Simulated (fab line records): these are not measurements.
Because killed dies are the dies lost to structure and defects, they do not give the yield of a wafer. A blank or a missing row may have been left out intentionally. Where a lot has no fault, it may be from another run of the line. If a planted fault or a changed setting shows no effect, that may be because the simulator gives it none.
Split-lot study | flow n5Finfet | 21 wafers read from 7 lots, route of 1938 steps

## THE SPLIT
At N5_BEOL_M5_COAT_66 (time 60 s, resist thk 12 nm), the setting spinRpm was moved away from the recipe's 1500 rpm on 7 of the 21 wafers read, by -9.1% to +9.7%. For the rest of the wafers, this setting stayed at what the recipe calls for.

## FROM THE SPLIT TO THE READING: what the file shows between them, 5 steps
- N5_BEOL_M5_COAT_74: time 60 s, resist thk 5 nm
- N5_BEOL_M5_COAT_22: resist thk 30 nm
- N5_BEOL_M5_DESCUM_33: chemistry O2, time 7 s
- N5_BEOL_M5_ETCH_75: etches underlayer in N2/H2, target depth 6.5 nm, time 5.2 s
- N5_BEOL_M5_ETCH_67: etches SiARC in CF4, target depth 15.6 nm, time 26 s

## THE READING
SiARC_of_BEOL_M5_COAT_66.thkNm (the simulator's own value, which no gauge read), in nm, at N5_BEOL_M5_ETCH_68 (etches SOC in N2/H2, target depth 80 nm, overetch 16 nm, time 120 s). The file gives no usual value for it. Across the 14 wafers here that went through the recipe, the average is 6.5 nm and the standard deviation 0.099 nm.

wafer  | tool, chamber at the split | spinRpm as run, rpm | against the recipe | SiARC_of_BEOL_M5_COAT_66.thkNm, nm | against lot-mates on the recipe
L076.1 | lithoTrack-04, 0           | 1364                | -9.1%              | 7                                  | +0.6
L076.4 | lithoTrack-04, 0           | 1364                | -9.1%              | 7                                  | +0.6
L076.6 | lithoTrack-04, 0           | 1500                | recipe             | 6.4                                | -
L081.1 | lithoTrack-01, 0           | 1645                | +9.7%              | 6                                  | -0.4
L081.2 | lithoTrack-01, 0           | 1500                | recipe             | 6.4                                | -
L081.3 | lithoTrack-01, 0           | 1645                | +9.7%              | 5.8                                | -0.6
L083.1 | lithoTrack-01, 0           | 1500                | recipe             | 6.4                                | -
L083.4 | lithoTrack-01, 0           | 1500                | recipe             | 6.4                                | -
L083.5 | lithoTrack-01, 0           | 1633                | +8.9%              | 5.8                                | -0.6
L088.1 | lithoTrack-04, 0           | 1500                | recipe             | 6.6                                | -
L088.2 | lithoTrack-04, 0           | 1500                | recipe             | 6.6                                | -
L088.3 | lithoTrack-04, 0           | 1576                | +5.1%              | 6.2                                | -0.4
L089.3 | lithoTrack-03, 0           | 1500                | recipe             | 6.4                                | -
L089.4 | lithoTrack-03, 0           | 1500                | recipe             | 6.6                                | -
L089.6 | lithoTrack-03, 0           | 1500                | recipe             | 6.4                                | -
L096.1 | lithoTrack-01, 0           | 1500                | recipe             | 6.4                                | -
L096.4 | lithoTrack-01, 0           | 1500                | recipe             | 6.6                                | -
L096.6 | lithoTrack-01, 0           | 1500                | recipe             | 6.6                                | -
L097.3 | lithoTrack-04, 0           | 1500                | recipe             | 6.4                                | -
L097.4 | lithoTrack-04, 0           | 1500                | recipe             | 6.6                                | -
L097.6 | lithoTrack-04, 0           | 1543                | +2.9%              | 6.4                                | -0.1

FIT RESULTS
A straight line over all 21 wafers: SiARC_of_BEOL_M5_COAT_66.thkNm changes by -0.0611 nm for each +1% of spinRpm; r = -0.95; the points scatter about the line by 0.1 nm.
The same after taking each lot's own level away (the mean of its wafers on the recipe; 21 wafers): -0.0611 nm for each +1%; r = -0.96; scatter 0.082 nm.
Per that fit: largest spinRpm move, reading shift of 0.59 nm.
Measured against the standard deviation above, the lots' own levels, which go from 6.40 to 6.60 nm, span 2.0 times it.
The two slopes are in agreement: the lot-to-lot level therefore moves the slope only a little.
Check: with one of the wafers moved furthest among these (+9.7%) left out of the fit, the line predicts -0.633 nm for it against its lot-mates. It came out at -0.4 nm against them.

## OTHER SPLITS APPLIED TO THESE WAFERS
Note: prior to the reading, these wafers also went through further splits. Each is held against what the fit with the lots' levels taken away leaves over:
other split on the same wafers | wafers away from the commonest value | r with SiARC_of_BEOL_M5_COAT_66.thkNm (lot level and that fit taken away)
N5_BEOL_M4_COAT_68 spinRpm     | 10                                   | -0.10
N5_BEOL_M4_COAT_22 spinRpm     | 8                                    | +0.15
N5_BEOL_M5_COAT_65 spinRpm     | 4                                    | -0.25

## THE WHOLE CHAIN: every reading that the file lists as answering this split, in the file's order
step               | what it does                                                        | reading                                                                           | change (the file's fit)                | r (the file's)
N5_BEOL_M5_COAT_66 | time 60 s, resist thk 12 nm                                         | SiARC_of_BEOL_M5_COAT_66.thkNm (the simulator's own value, which no gauge read)   | -0.063 nm for each +1% of the setting  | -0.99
N5_BEOL_M5_ETCH_67 | etches SiARC in CF4, target depth 15.6 nm, time 26 s                | etchRfOnTimeS                                                                     | withheld for each +1% of the setting   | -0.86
N5_BEOL_M5_ETCH_67 | etches SiARC in CF4, target depth 15.6 nm, time 26 s                | etch.depthNm (the simulator's own value, which no gauge read)                     | -0.0591 nm for each +1% of the setting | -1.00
N5_BEOL_M5_ETCH_67 | etches SiARC in CF4, target depth 15.6 nm, time 26 s                | CAR-EUV_of_BEOL_M5_COAT_22.thkNm (the simulator's own value, which no gauge read) | +0.0406 nm for each +1% of the setting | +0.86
N5_BEOL_M5_ETCH_68 | etches SOC in N2/H2, target depth 80 nm, overetch 16 nm, time 120 s | SiARC_of_BEOL_M5_COAT_66.thkNm (the simulator's own value, which no gauge read)   | -0.0621 nm for each +1% of the setting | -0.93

## FILE'S OWN FIT
SiARC_of_BEOL_M5_COAT_66.thkNm changes by -0.0621 nm for each +1% of spinRpm, r = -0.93.
